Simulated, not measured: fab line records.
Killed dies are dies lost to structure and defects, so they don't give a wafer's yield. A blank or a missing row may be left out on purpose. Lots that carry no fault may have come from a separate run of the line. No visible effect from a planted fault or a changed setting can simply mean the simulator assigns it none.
fab line records + flow nand-harc
record
- lots=12
- wafers=36
- last-day=33
route steps=1302 shown P_STI@89 P_GATE@138 END@1302
lots untouched by any fault: they come from a run of this same line in which no faults occurred
start-h: hours from the record's first day to the start of the lot's first wafer shown + wait-h: hours since the lot's step before + " repeats the value in the row above + L1.1+2: one row covering several wafers at once + - either no value or no given start + * or withheld: withheld + < > ~ a bound
route shown NAME@n: names a module that has steps shown in the file, with the first one's number in the route + usual: mean and standard deviation over wafers with no fault + same: alike in all rows + chamber/n: place in a boat + sites: per-site readings + _std_site: their standard deviation + _edge_site: mean of outer sites minus mean of inner sites + radius-mm: how far each site lies from the wafer's centre + mask NAME#n: copy n + behind: the most recent tool/chamber to have shaped the wafer + hold: reason for holding the lot/hours on hold/outcome of the hold + device: whichever transistor did not switch (one of n, p or np) + end of line: the tests these same wafers got at the end of their route + for a step that has no rows: nothing shown but its recipe + killed: dies that structure and defects cost at the first sort, which is not the same as the wafer's yield + map: shows each die of a wafer: x if killed, . if not, _ if none is there
set.NAME: setting as actually run; set.NAME@STEP: the setting as run at that earlier step + model.NAME: the simulator's own value behind a step, which no gauge read
one table for each step of the route and one row for each wafer, over a sample of lots
services: the hour from which a tool's chamber was out of use, counted from the record's first day as start-h (under 0 if before that day), plus the number of hours and why
## steps
# step NHARC_P_STI_ETCH_31
# recipe
- target-depth-a=1089
- time-s=54.5
- cf4-flow-sccm=100
- chf3-flow-sccm=30
- ar-flow-sccm=0
- rf-w=500
- bias-w=200
- chemistry=CF4/CHF3
# usual
- chf3-flow-sccm=30.00/0.094
- drypump-motor-current-A=5.4/0.52
- oes-product-au=0.967/0.017
- rf-vpp-V=371.1/2.1
- showerhead-plenum-p-Torr=1.59/0.058
- throttle-valve-pct=16.802/0.0096
| lot.wafer | tool        | chamber | start-h | wait-h | chf3-flow-sccm | drypump-motor-current-A | oes-product-au | rf-hours-counter-h | rf-vpp-V | showerhead-plenum-p-Torr | throttle-valve-pct |
|-----------|-------------|---------|---------|--------|----------------|-------------------------|----------------|--------------------|----------|--------------------------|--------------------|
| L133.2    | rie-diel-03 | 1       | -       | -      | 30.00          | 4.9                     | 0.973          | 11                 | 368.4    | 1.53                     | 16.799             |
| L133.4    | "           | 3       | "       | "      | 29.91          | 4.9                     | 0.963          | 11                 | 370.3    | 1.60                     | 16.799             |
| L133.6    | "           | 1       | "       | "      | 30.00          | 4.9                     | 0.962          | -                  | 369.1    | 1.53                     | 16.791             |
| L135.4    | rie-diel-06 | 1       | -       | -      | 29.94          | 5.6                     | 0.993          | 6                  | 372.5    | 1.68                     | 16.789             |
| L135.5    | "           | 3       | "       | "      | 30.19          | 5.9                     | 0.970          | -                  | 371.2    | 1.66                     | 16.787             |
| L135.6    | "           | 0       | "       | "      | 29.95          | 5.5                     | 0.972          | -                  | 373.1    | 1.62                     | 16.798             |
| L136.3    | rie-diel-06 | 2       | -       | -      | 30.20          | 5.0                     | 0.931          | 7                  | 367.0    | 1.48                     | 16.796             |
| L136.4    | "           | 0       | "       | "      | 29.95          | 5.5                     | 0.920          | 7                  | 373.3    | 1.63                     | 16.824             |
| L136.6    | "           | 2       | "       | "      | 29.87          | 5.0                     | 0.932          | -                  | 367.6    | 1.48                     | 16.800             |
| L138.4    | rie-diel-06 | 2       | -       | -      | 30.01          | 5.0                     | 0.995          | 8                  | 367.7    | 1.48                     | 16.806             |
| L138.3    | "           | 1       | "       | "      | 30.06          | 5.6                     | 0.982          | 7                  | 374.3    | 1.68                     | 16.799             |
| L138.5    | "           | 3       | "       | "      | 30.05          | 5.9                     | 0.984          | -                  | 374.1    | 1.66                     | 16.792             |
| L142.1    | rie-diel-03 | 0       | -       | -      | 29.88          | 5.4                     | 0.967          | 2                  | 370.7    | 1.54                     | 16.780             |
| L142.3    | "           | 1       | "       | "      | 29.94          | 4.8                     | 0.947          | 3                  | 367.2    | 1.53                     | 16.808             |
| L142.6    | "           | 0       | "       | "      | 29.86          | 5.4                     | 0.964          | -                  | 370.3    | 1.54                     | 16.805             |
| L144.5    | rie-diel-12 | 3       | -       | -      | 29.83          | 5.0                     | 0.959          | -                  | 370.8    | 1.61                     | 16.803             |
| L144.4    | "           | 0       | "       | "      | 30.11          | 5.1                     | 0.972          | -                  | 372.0    | 1.63                     | 16.797             |
| L144.6    | "           | 2       | "       | "      | 30.04          | 5.3                     | 0.975          | -                  | 370.4    | 1.53                     | 16.801             |
| L148.1    | rie-diel-06 | 3       | -       | -      | 30.15          | 5.8                     | 0.986          | 4                  | 374.5    | 1.66                     | 16.805             |
| L148.4    | "           | 1       | "       | "      | 30.02          | 5.6                     | 0.960          | 5                  | 373.9    | 1.68                     | 16.810             |
| L148.3    | "           | 2       | "       | "      | 30.03          | 5.0                     | 0.988          | 5                  | 366.3    | 1.47                     | 16.793             |
| L149.3    | rie-diel-12 | 1       | -       | -      | 30.08          | 6.0                     | 0.978          | 6                  | 371.6    | 1.59                     | 16.806             |
| L149.2    | "           | 0       | "       | "      | 30.02          | 5.1                     | 0.989          | 6                  | 373.3    | 1.63                     | 16.784             |
| L149.5    | "           | 1       | "       | "      | 30.11          | 5.9                     | 0.967          | -                  | 369.7    | 1.59                     | 16.794             |
| L150.2    | rie-diel-06 | 1       | -       | -      | 30.01          | 5.6                     | 0.974          | 6                  | 373.5    | 1.68                     | 16.806             |
| L150.1    | "           | 3       | "       | "      | 29.87          | 5.8                     | 0.954          | 5                  | 373.0    | 1.66                     | 16.808             |
| L150.4    | "           | 0       | "       | "      | 30.11          | 5.5                     | 0.979          | 5                  | 372.4    | 1.62                     | 16.799             |
| L151.3    | rie-diel-12 | 1       | -       | -      | 30.01          | 6.0                     | 0.962          | 7                  | 373.2    | 1.59                     | 16.799             |
| L151.1    | "           | 2       | "       | "      | 30.00          | 5.3                     | 0.977          | 8                  | 368.9    | 1.53                     | 16.807             |
| L151.5    | "           | 0       | "       | "      | 30.02          | 5.1                     | 0.981          | -                  | 373.3    | 1.63                     | 16.806             |
| L153.4    | rie-diel-03 | 3       | -       | -      | 30.16          | 4.9                     | 0.965          | 11                 | 370.4    | 1.60                     | 16.796             |
| L153.2    | "           | 0       | "       | "      | 29.93          | 5.4                     | 0.956          | 12                 | 368.8    | 1.54                     | 16.793             |
| L153.5    | "           | 3       | "       | "      | 30.03          | 4.9                     | 0.968          | -                  | 371.6    | 1.60                     | 16.792             |
| L154.4    | rie-diel-06 | 1       | -       | -      | 29.89          | 5.6                     | 0.917          | 9                  | 373.5    | 1.68                     | 16.822             |
| L154.5    | "           | 1       | "       | "      | 29.87          | 5.6                     | 0.929          | -                  | 372.9    | 1.68                     | 16.815             |
| L154.6    | "           | 2       | "       | "      | 30.04          | 5.0                     | 0.926          | -                  | 368.2    | 1.47                     | 16.813             |
# step NHARC_P_GATE_EXPOSE_23
# recipe
- na=1.35
- target-cd-nm=120
- dose-mj=93.91
- mask-id=P_GATE
| lot.wafer  | tool            | chamber | start-h | wait-h | mask        |
|------------|-----------------|---------|---------|--------|-------------|
| L133.2+4+6 | arfi-scanner-02 | 0       | 121.73  | -      | P_GATE#0    |
| L135.4+5+6 | arfi-scanner-01 | 0       | 131.52  | -      | P_GATE#0    |
| L136.3+4+6 | arfi-scanner-02 | 0       | 134.45  | -      | P_GATE#0    |
| L138.3+4+5 | arfi-scanner-02 | 0       | 156.17  | -      | P_GATE_R1#0 |
| L142.1+3+6 | arfi-scanner-01 | 0       | 194.48  | -      | P_GATE#0    |
| L144.4+5+6 | arfi-scanner-03 | 0       | 217.97  | -      | P_GATE#0    |
| L148.1+3+4 | arfi-scanner-01 | 0       | 256.80  | -      | P_GATE#0    |
| L149.2+3+5 | arfi-scanner-01 | 0       | 268.04  | -      | P_GATE#0    |
| L150.1+2+4 | arfi-scanner-03 | 0       | 279.93  | -      | P_GATE#0    |
| L151.1+3+5 | arfi-scanner-03 | 0       | 286.88  | -      | P_GATE#0    |
| L153.2+4+5 | arfi-scanner-02 | 0       | 305.40  | -      | P_GATE#0    |
| L154.4+5+6 | arfi-scanner-02 | 0       | 318.01  | -      | P_GATE#0    |
# step NHARC_P_GATE_CD_MEAS_26
# recipe
- target-cd-nm=120
- landing-energy-ev=500
# usual
- cd-nm=120.1/0.65
| lot.wafer | tool      | chamber | start-h | wait-h | cd-nm |
|-----------|-----------|---------|---------|--------|-------|
| L133.2    | cd-sem-02 | 0       | 121.87  | -      | 120.3 |
| L133.4    | "         | 0       | "       | "      | 119.5 |
| L133.6    | "         | 0       | "       | "      | 119.9 |
| L135.4    | cd-sem-03 | 0       | 131.66  | -      | 119.7 |
| L135.5    | "         | 0       | "       | "      | 119.7 |
| L135.6    | "         | 0       | "       | "      | 120.2 |
| L136.3    | cd-sem-02 | 0       | 134.59  | -      | 121.2 |
| L136.4    | "         | 0       | "       | "      | 120.6 |
| L136.6    | "         | 0       | "       | "      | 120.9 |
| L138.3    | cd-sem-01 | 0       | 156.31  | -      | 103.8 |
| L138.4    | "         | 0       | "       | "      | 103.5 |
| L138.5    | "         | 0       | "       | "      | 103.1 |
| L142.1    | cd-sem-02 | 0       | 194.62  | -      | 120.5 |
| L142.3    | "         | 0       | "       | "      | 120.2 |
| L142.6    | "         | 0       | "       | "      | 120.2 |
| L144.4    | cd-sem-01 | 0       | 218.10  | -      | 119.8 |
| L144.5    | "         | 0       | "       | "      | 120.4 |
| L144.6    | "         | 0       | "       | "      | 119.5 |
| L148.1    | cd-sem-03 | 0       | 256.94  | -      | 120.9 |
| L148.3    | "         | 0       | "       | "      | 119.6 |
| L148.4    | "         | 0       | "       | "      | 119.3 |
| L149.2    | cd-sem-02 | 0       | 268.17  | -      | 119.6 |
| L149.3    | "         | 0       | "       | "      | 119.3 |
| L149.5    | "         | 0       | "       | "      | 119.3 |
| L150.1    | cd-sem-03 | 0       | 280.08  | -      | 120.2 |
| L150.2    | "         | 0       | "       | "      | 121.0 |
| L150.4    | "         | 0       | "       | "      | 120.4 |
| L151.1    | cd-sem-02 | 0       | 287.02  | -      | 120.3 |
| L151.3    | "         | 0       | "       | "      | 119.3 |
| L151.5    | "         | 0       | "       | "      | 119.2 |
| L153.2    | cd-sem-03 | 0       | 305.53  | -      | 121.4 |
| L153.4    | "         | 0       | "       | "      | 120.5 |
| L153.5    | "         | 0       | "       | "      | 120.7 |
| L154.4    | cd-sem-02 | 0       | 318.15  | -      | 119.1 |
| L154.5    | "         | 0       | "       | "      | 119.1 |
| L154.6    | "         | 0       | "       | "      | 119.8 |
# step NHARC_P_GATE_ETCH_32
# recipe
- target-depth-a=1500
- over-etch-frac=1
- over-etch-ion-energy-ev=40
- time-s=100.1
- hbr-flow-sccm=150
- cl2-flow-sccm=50
- rf-w=400
- icp-w=400
- bias-w=100
- chemistry=HBr/Cl2
# usual
- drypump-motor-current-A=6.0/0.42
- oes-product-au=1.002/0.0089
- throttle-valve-pct=26.404/0.0099
| lot.wafer | tool      | chamber | start-h | wait-h | drypump-motor-current-A | oes-product-au | rf-hours-counter-h | throttle-valve-pct |
|-----------|-----------|---------|---------|--------|-------------------------|----------------|--------------------|--------------------|
| L133.4    | rie-si-02 | 0       | 122.53  | -      | 5.1                     | 0.988          | 0.1                | 26.420             |
| L133.2    | "         | 1       | "       | "      | 6.5                     | 1.008          | 0.1                | 26.407             |
| L133.6    | "         | 0       | "       | "      | 5.0                     | 0.987          | -                  | 26.397             |
| L135.4    | rie-si-06 | 0       | 132.30  | -      | 6.6                     | 1.012          | 0.3                | 26.404             |
| L135.6    | "         | 0       | "       | "      | 6.6                     | 1.024          | -                  | 26.410             |
| L135.5    | "         | 1       | "       | "      | 6.0                     | 1.021          | -                  | 26.410             |
| L136.3    | rie-si-01 | 0       | 135.27  | -      | 6.4                     | 1.005          | 0.7                | 26.419             |
| L136.4    | "         | 2       | "       | "      | 5.8                     | 1.006          | 0.8                | 26.394             |
| L136.6    | "         | 0       | "       | "      | 6.4                     | 1.005          | -                  | 26.381             |
| L138.3    | rie-si-02 | 1       | 156.95  | -      | 6.5                     | 0.997          | 0.2                | 26.425             |
| L138.4    | "         | 2       | "       | "      | 5.7                     | 1.005          | 0.2                | 26.389             |
| L138.5    | "         | 1       | "       | "      | 6.5                     | 1.001          | -                  | 26.406             |
| L142.3    | rie-si-06 | 2       | 195.27  | -      | 5.7                     | 0.993          | 0.7                | 26.391             |
| L142.1    | "         | 3       | "       | "      | 5.9                     | 1.001          | 0.7                | 26.394             |
| L142.6    | "         | 3       | "       | "      | 5.9                     | 1.000          | -                  | 26.386             |
| L144.4    | rie-si-01 | 1       | 218.78  | -      | 6.1                     | 0.997          | 0.1                | 26.417             |
| L144.6    | "         | 2       | "       | "      | 5.8                     | 0.991          | -                  | 26.390             |
| L144.5    | "         | 3       | "       | "      | 6.5                     | 0.987          | -                  | 26.405             |
| L148.3    | rie-si-02 | 2       | 257.62  | -      | 5.7                     | 0.997          | 0.9                | 26.400             |
| L148.1    | "         | 0       | "       | "      | 5.1                     | 0.994          | 0.8                | 26.406             |
| L148.4    | "         | 2       | "       | "      | 5.7                     | 1.004          | -                  | 26.392             |
| L149.3    | rie-si-06 | 1       | 268.85  | -      | 6.0                     | 1.003          | 0.1                | 26.412             |
| L149.2    | "         | 2       | "       | "      | 5.7                     | 0.993          | 0.1                | 26.411             |
| L149.5    | "         | 3       | "       | "      | 5.9                     | 1.010          | -                  | 26.410             |
| L150.4    | rie-si-01 | 3       | 280.73  | -      | 6.5                     | 1.001          | 0.5                | 26.414             |
| L150.1    | "         | 0       | "       | "      | 6.4                     | 0.993          | 0.5                | 26.415             |
| L150.2    | "         | 1       | "       | "      | 6.1                     | 0.993          | 0.5                | 26.400             |
| L151.3    | rie-si-06 | 3       | 287.66  | -      | 5.9                     | 0.995          | 0.2                | 26.399             |
| L151.1    | "         | 1       | "       | "      | 6.0                     | 1.018          | 0.1                | 26.400             |
| L151.5    | "         | 3       | "       | "      | 5.9                     | 0.998          | -                  | 26.401             |
| L153.4    | rie-si-06 | 3       | 306.18  | -      | 5.9                     | 0.993          | 0.4                | 26.407             |
| L153.2    | "         | 2       | "       | "      | 5.7                     | 0.982          | 0.2                | 26.388             |
| L153.5    | "         | 0       | "       | "      | 6.5                     | 0.990          | -                  | 26.409             |
| L154.4    | rie-si-02 | 0       | 318.82  | -      | 5.1                     | 0.988          | 0.2                | 26.425             |
| L154.5    | "         | 2       | "       | "      | 5.7                     | 1.000          | -                  | 26.386             |
| L154.6    | "         | 3       | "       | "      | 6.3                     | 0.996          | -                  | 26.389             |
# step NHARC_P_GATE_ALD_36
# recipe
- target-thk-a=200
- pulse-time-s=60
- ald-cycles=223
- temp-c=400
- material=SiNx
# usual
- heater-power-w=860/110
- precursor-pulse-height-rel=1.000/0.019
# same
- pulse-time-s=60
| lot.wafer | tool       | chamber | start-h | wait-h | heater-power-w | precursor-pulse-height-rel |
|-----------|------------|---------|---------|--------|----------------|----------------------------|
| L133.4    | ald-sin-04 | 3       | 123.31  | -      | 769            | 1.002                      |
| L133.2    | "          | 1       | 125.43  | -      | 1013           | 1.005                      |
| L133.6    | "          | 0       | 128.61  | -      | 936            | 1.003                      |
| L135.4    | ald-sin-03 | 3       | 136.22  | -      | 759            | 1.010                      |
| L135.5    | "          | 0       | 137.25  | -      | 705            | 0.995                      |
| L135.6    | "          | 1       | 138.29  | -      | 957            | 0.992                      |
| L136.3    | ald-sin-01 | 0       | 138.85  | -      | 736            | 1.000                      |
| L136.4    | "          | 2       | 140.24  | -      | 833            | 0.977                      |
| L136.6    | "          | 3       | 141.63  | -      | 843            | 0.992                      |
| L138.3    | ald-sin-03 | 3       | 159.86  | -      | 747            | 1.018                      |
| L138.4    | "          | 0       | 160.91  | -      | 680            | 1.014                      |
| L138.5    | "          | 1       | 161.96  | -      | 978            | 1.003                      |
| L142.1    | ald-sin-01 | 2       | 197.14  | -      | 848            | 0.992                      |
| L142.3    | "          | 0       | 199.28  | -      | 786            | 0.967                      |
| L142.6    | "          | 1       | 200.35  | -      | 764            | 1.012                      |
| L144.4    | ald-sin-03 | 3       | 222.66  | -      | 704            | 0.984                      |
| L144.5    | "          | 0       | 223.70  | -      | 727            | 1.001                      |
| L144.6    | "          | 1       | 224.75  | -      | 992            | 0.984                      |
| L148.4    | ald-sin-01 | 2       | 258.42  | -      | 816            | 1.022                      |
| L148.1    | "          | 0       | 260.53  | -      | 742            | 1.026                      |
| L148.3    | "          | 1       | 261.59  | -      | 723            | 1.010                      |
| L149.3    | ald-sin-04 | 3       | 271.71  | -      | 807            | 1.007                      |
| L149.2    | "          | 0       | 272.77  | -      | 952            | 0.961                      |
| L149.5    | "          | 1       | 273.82  | -      | 1030           | 0.987                      |
| L150.1    | ald-sin-03 | 1       | 281.52  | -      | 991            | 1.033                      |
| L150.2    | "          | 3       | 283.66  | -      | 699            | 0.993                      |
| L150.4    | "          | 0       | 284.73  | -      | 711            | 1.032                      |
| L151.1    | ald-sin-01 | 2       | 288.46  | -      | 826            | 1.017                      |
| L151.3    | "          | 3       | 289.51  | -      | 842            | 1.011                      |
| L151.5    | "          | 3       | 293.74  | -      | 843            | 1.020                      |
| L153.2    | ald-sin-03 | 1       | 306.97  | -      | 1026           | 0.996                      |
| L153.4    | "          | 0       | 310.17  | -      | 708            | 1.031                      |
| L153.5    | "          | 2       | 312.30  | -      | 868            | 1.023                      |
| L154.4    | ald-sin-01 | 0       | 321.72  | -      | 769            | 0.973                      |
| L154.6    | "          | 2       | 323.86  | -      | 830            | 0.987                      |
| L154.5    | "          | 3       | 324.94  | -      | 835            | 1.001                      |
# step NHARC_END_SORT_01
# recipe
- temp-c=25
# usual
- killed-at-array=55/23
- killed-at-other=1.0/1.2
- killed-at-periphery=3.2/2.7
- killed-dies=59/23
- killed-open=3.1/1.6
- killed-short=2.2/1.5
# same
- gross-dies=677
| lot.wafer | tool      | chamber | start-h | wait-h | killed-at-array | killed-at-other | killed-at-periphery | killed-dies | killed-open | killed-short |
|-----------|-----------|---------|---------|--------|-----------------|-----------------|---------------------|-------------|-------------|--------------|
| L138.3    | prober-01 | 0       | 606.05  | 3.1    | 83              | 1               | 28                  | 112         | 2           | 5            |
| L138.4    | prober-01 | 0       | 606.85  | 3.4    | 93              | 2               | 68                  | 163         | 2           | 9            |
| L138.5    | prober-01 | 0       | 607.65  | 3.7    | 58              | 2               | 74                  | 134         | 4           | 3            |
# killed by level:class
L138.3 A_CHANNEL_HOLE_D1:chamber-film-flake=40 A_CHANNEL_HOLE_D2:chamber-film-flake=26 P_GATE:area-expose=22 A_CONTACT:chamber-film-flake=7 A_M1:chamber-film-flake=4 P_M2:chamber-film-flake=2 A_WL_FILL:chamber-film-flake=2 P_STI:geometric-particle:short=1
L138.4 P_GATE:area-expose=61 A_CHANNEL_HOLE_D2:chamber-film-flake=39 A_CHANNEL_HOLE_D1:chamber-film-flake=36 P_ZERO_WELL:chamber-film-flake=4 A_CONTACT:chamber-film-flake=4 A_CHANNEL_FILL_D2:geometric-particle:short=3 A_ONON_D1:geometric-particle:short=2 A_WL_FILL:geometric-particle:short=2
L138.5 P_GATE:area-expose=67 A_CHANNEL_HOLE_D1:chamber-film-flake=24 A_CHANNEL_HOLE_D2:chamber-film-flake=20 P_ZERO_WELL:chamber-film-flake=3 P_M2:chamber-film-flake=3 A_CONTACT:chamber-film-flake=3 A_CHANNEL_FILL_D1:geometric-particle:open=2 A_CHANNEL_FILL_D1:chamber-film-flake=2
## services
| tool            | chamber | start-h | hours | kind   |
|-----------------|---------|---------|-------|--------|
| ald-sin-01      | 1       | 43.01   | 6.9   | repair |
| rie-diel-06     | 1       | 55.49   | 8.3   | repair |
| rie-si-06       | -       | 72.00   | 9.0   | pm     |
| arfi-scanner-02 | -       | 93.57   | 2.7   | repair |
| rie-diel-06     | -       | 130.20  | 9.0   | pm     |
| ald-sin-01      | 1       | 130.72  | 8.1   | repair |
| arfi-scanner-02 | -       | 140.00  | 4.0   | pm     |
| ald-sin-03      | -       | 170.00  | 10.0  | pm     |
| rie-diel-06     | 1       | 178.72  | 3.1   | repair |
| ald-sin-01      | 1       | 179.93  | 10.7  | repair |
| ald-sin-01      | -       | 212.77  | 10.0  | pm     |
| ald-sin-03      | 0       | 213.66  | 4.3   | repair |
| rie-si-06       | -       | 249.00  | 9.0   | pm     |
| rie-diel-06     | -       | 257.18  | 0.4   | repair |
| ald-sin-03      | 2       | 259.79  | 13.1  | repair |
| arfi-scanner-02 | -       | 266.00  | 0.6   | repair |
| ald-sin-01      | 0       | 269.73  | 3.1   | repair |
| rie-si-06       | 1       | 277.95  | 6.6   | repair |
| rie-si-06       | 3       | 289.60  | 4.3   | repair |
| rie-si-06       | 0       | 290.25  | 9.0   | repair |
| rie-si-06       | 2       | 292.97  | 5.1   | repair |
| ald-sin-03      | 3       | 297.56  | 2.8   | repair |
| rie-diel-06     | -       | 307.20  | 9.0   | pm     |
| arfi-scanner-02 | -       | 312.00  | 4.0   | pm     |
## key
first-sign
- step=NHARC_P_GATE_EXPOSE_23
- reading=mask
- direction=changed
effect
- step=NHARC_P_GATE_CD_MEAS_26
- reading=cd-nm
- direction=down
- sigmas=26
- usual=120.1
- struck=103.5
effect
- step=NHARC_END_SORT_01
- reading=killed-at-periphery
- direction=up
- sigmas=20
- usual=3.2
- struck=56.7
more-kills-born-at
- NHARC_P_GATE_EXPOSE_23@arfi-scanner-02=150
met-at NHARC_P_GATE_EXPOSE_23
struck-lots L138
tester-left-out L138
not-acting-at NHARC_P_STI_ETCH_31,NHARC_P_GATE_ETCH_32,NHARC_P_GATE_ALD_36
onset-between 134.45 156.17
fault
- kind=wrong-mask
- tool=any
- chamber=-
- onset-h=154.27
- steps=NHARC_P_GATE_EXPOSE_23
- aux-copy=P_GATE_R1#0
- cd-offset-nm=-16.287
- scope=struck-lots-only
# tester-left-out: of these lots the tester's yield and bins aren't shown, on N5 and GAA mostly nor the transistor test; their killed dies are dies lost to structure and defects alone, not to doping, threshold or leakage, so they don't give the yield
